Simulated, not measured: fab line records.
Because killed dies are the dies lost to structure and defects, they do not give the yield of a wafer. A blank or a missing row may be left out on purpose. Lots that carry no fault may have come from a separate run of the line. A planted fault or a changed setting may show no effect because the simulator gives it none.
What tool caused it?	flow nandHarc	36 wafers from 12 lots sampled at 6 of the route's 1302 steps

WHAT EACH GAUGE READ, for each wafer
NHARC_A_CHANNEL_HOLE_D1_INSPECT_40.
lot	measured	on	rawDefectCount
L151	day 9 01:19	defectInspect-01	54 25 37
L153	day 9 11:55	defectInspect-01	44 61 52
L154	day 10 06:59	defectInspect-01	39 52 38
L155	day 10 07:35	defectInspect-02	82 136 90
L158	day 11 13:47	defectInspect-02	65 96 86
L159	day 12 05:48	defectInspect-02	93 92 87
L160	day 12 20:20	defectInspect-02	73 65 38
L165	day 14 11:22	defectInspect-01	131 102 122
L167	day 15 18:16	defectInspect-02	58 1144 53
L169	day 16 02:46	defectInspect-02	73 59 1170
L173	day 17 19:20	defectInspect-01	86 62 38
L174	day 18 09:29	defectInspect-02	60 70 63

NHARC_END_SORT_01.
lot	measured	on	killedAtArray	killedAtOther	killedAtPeriphery	killedDies	killedOpen	killedShort
L167	day 31 15:16	prober-02	75 137 82	1 0 1	0 4 3	76 141 86	0 7 3	2 8 5
L169	day 31 14:25	prober-01	46 41 102	1 0 1	11 3 5	58 44 108	4 2 6	2 3 2

WHICH TOOL RAN EACH LOT (tool, then ch and the chambers of the sampled wafers, then the start)
lot	NHARC_A_CHANNEL_HOLE_D1_DEP_00	NHARC_A_CHANNEL_HOLE_D1_ETCH_22	NHARC_A_CHANNEL_HOLE_D1_ETCH_24	NHARC_A_CHANNEL_HOLE_D1_ETCH_25
L151	aclDep-02 ch 0, day 8 14:22	harEtch-01 ch 0,1, day 8 20:25	harEtch-01 ch 0,1, day 8 21:41	harEtch-01 ch 0,1, day 8 22:28
L153	aclDep-02 ch 0, day 9 02:09	harEtch-01 ch 0,1, day 9 07:04	harEtch-01 ch 0,1, day 9 08:20	harEtch-01 ch 0,1, day 9 09:06
L154	aclDep-01 ch 0, day 9 18:36	harEtch-01 ch 0,1, day 10 01:54	harEtch-01 ch 0,1, day 10 03:10	harEtch-01 ch 0,1, day 10 03:56
L155	aclDep-02 ch 0, day 9 21:33	harEtch-02 ch 0,1, day 10 02:26	harEtch-02 ch 0,1, day 10 03:41	harEtch-02 ch 0,1, day 10 04:27
L158	aclDep-03 ch 0, day 11 03:57	harEtch-02 ch 1, day 11 09:02	harEtch-02 ch 1, day 11 10:20	harEtch-02 ch 1, day 11 11:07
L159	aclDep-01 ch 0, day 11 20:23	harEtch-02 ch 0, day 12 01:03	harEtch-02 ch 0, day 12 02:20	harEtch-02 ch 0, day 12 03:07
L160	aclDep-02 ch 0, day 12 06:39	harEtch-01 ch 0,1, day 12 15:19	harEtch-01 ch 0,1, day 12 16:36	harEtch-01 ch 0,1, day 12 17:22
L165	aclDep-02 ch 0, day 14 02:16	harEtch-02 ch 0,1, day 14 06:42	harEtch-02 ch 0,1, day 14 08:02	harEtch-02 ch 0,1, day 14 08:50
L167	aclDep-02 ch 0, day 15 06:55	harEtch-01 ch 0,1, day 15 13:25	harEtch-01 ch 0,1, day 15 14:41	harEtch-01 ch 0,1, day 15 15:27
L169	aclDep-01 ch 0, day 15 16:58	harEtch-01 ch 0,1, day 15 21:56	harEtch-01 ch 0,1, day 15 23:13	harEtch-01 ch 0,1, day 16 00:01
L173	aclDep-01 ch 0, day 17 06:47	harEtch-02 ch 0,1, day 17 14:29	harEtch-02 ch 0,1, day 17 15:46	harEtch-02 ch 0,1, day 17 16:32
L174	aclDep-01 ch 0, day 17 23:54	harEtch-01 ch 0,1, day 18 04:48	harEtch-01 ch 0,1, day 18 06:08	harEtch-01 ch 0,1, day 18 06:56
- NHARC_A_CHANNEL_HOLE_D1_DEP_00: deposits aC, target thk 3100 nm.
- NHARC_A_CHANNEL_HOLE_D1_ETCH_22: etches the open film in C4F8/O2/Ar, time 666.7 s, target depth 1600 nm.
- NHARC_A_CHANNEL_HOLE_D1_ETCH_24: etches the open film in C4F8/O2/Ar, time 906.2 s, target depth 1500 nm.
- NHARC_A_CHANNEL_HOLE_D1_ETCH_25: etches the open film in C4F8/O2/Ar, time 1040.2 s, target depth 1500 nm.

WHAT THE TOOLS THEMSELVES READ (means of the sampled wafers that have a number; where no wafer has one, the mark that the record gives instead)
NHARC_A_CHANNEL_HOLE_D1_DEP_00.
lot	tool	throttleValvePct (%)
L151	aclDep-02	35.004
L153	aclDep-02	34.997
L154	aclDep-01	35.002
L155	aclDep-02	34.998
L158	aclDep-03	35.005
L159	aclDep-01	34.991
L160	aclDep-02	35.011
L165	aclDep-02	35.000
L167	aclDep-02	34.994
L169	aclDep-01	34.997
L173	aclDep-01	34.998
L174	aclDep-01	35.009

NHARC_A_CHANNEL_HOLE_D1_ETCH_22.
lot	tool	drypumpMotorCurrentA (A)	showerheadPlenumPTorr (Torr)	throttleValvePct (%)
L151	harEtch-01	5.9	3.68	32.161
L153	harEtch-01	5.9	3.67	32.156
L154	harEtch-01	5.9	3.67	32.152
L155	harEtch-02	6.0	3.45	32.158
L158	harEtch-02	6.3	3.45	32.151
L159	harEtch-02	5.6	3.43	32.160
L160	harEtch-01	6.0	3.60	32.163
L165	harEtch-02	5.8	3.42	32.162
L167	harEtch-01	5.9	3.63	32.157
L169	harEtch-01	5.8	3.63	32.150
L173	harEtch-02	5.8	3.93	32.150
L174	harEtch-01	6.0	3.55	32.152

NHARC_A_CHANNEL_HOLE_D1_ETCH_24.
lot	tool	drypumpMotorCurrentA (A)	showerheadPlenumPTorr (Torr)	throttleValvePct (%)
L151	harEtch-01	5.9	3.67	32.230
L153	harEtch-01	5.9	3.67	32.241
L154	harEtch-01	5.9	3.66	32.235
L155	harEtch-02	6.0	3.45	32.242
L158	harEtch-02	6.3	3.45	32.232
L159	harEtch-02	5.5	3.42	32.233
L160	harEtch-01	6.0	3.59	32.229
L165	harEtch-02	5.8	3.41	32.232
L167	harEtch-01	5.9	3.63	32.234
L169	harEtch-01	5.9	3.62	32.241
L173	harEtch-02	5.8	3.93	32.233
L174	harEtch-01	6.0	3.55	32.234

NHARC_A_CHANNEL_HOLE_D1_ETCH_25.
lot	tool	drypumpMotorCurrentA (A)	showerheadPlenumPTorr (Torr)	throttleValvePct (%)
L151	harEtch-01	5.9	3.67	32.223
L153	harEtch-01	5.9	3.67	32.232
L154	harEtch-01	5.9	3.66	32.234
L155	harEtch-02	6.1	3.45	32.238
L158	harEtch-02	6.3	3.45	32.228
L159	harEtch-02	5.5	3.42	32.233
L160	harEtch-01	6.0	3.59	32.236
L165	harEtch-02	5.8	3.41	32.230
L167	harEtch-01	5.9	3.63	32.246
L169	harEtch-01	5.9	3.62	32.236
L173	harEtch-02	5.8	3.93	32.236
L174	harEtch-01	6.0	3.55	32.235

THE ANSWER, worked out from the rows above alone
Rule: usual is defined by the lots themselves. Put in order of their means at a reading, lots are off if they are a third of the lots or fewer, leave a main group of 4 or more, and stand apart from it by a gap of 3 or more times the standard deviation of the main group's means; of several such gaps the widest counts. The tables above print the reading to a certain number of digits; a main group whose means all agree to those digits is not used. Also off: a lot with no number at a reading for which 4 or more lots have one. All remaining lots with rows at the step are treated as sound. The gauges are gone through in route order, then the tools' own readings, and for those a lot's mean is taken as printed above. The first step at which some lot is off is used, and at that step the reading that is off furthest; a lot without a number counts as furthest.
Off: L167, L169, at NHARC_A_CHANNEL_HOLE_D1_INSPECT_40 (rawDefectCount). Mean 71 and standard deviation 25 in the main group.
If a tool, at a process step before that reading, ran all the lots that are off and no sound lot after the first of them, it fits. The gauges at NHARC_A_CHANNEL_HOLE_D1_INSPECT_40 are tried like those tools. No candidate that was tried fits.

WHAT HAD BEEN PUT IN BY THE SIMULATOR
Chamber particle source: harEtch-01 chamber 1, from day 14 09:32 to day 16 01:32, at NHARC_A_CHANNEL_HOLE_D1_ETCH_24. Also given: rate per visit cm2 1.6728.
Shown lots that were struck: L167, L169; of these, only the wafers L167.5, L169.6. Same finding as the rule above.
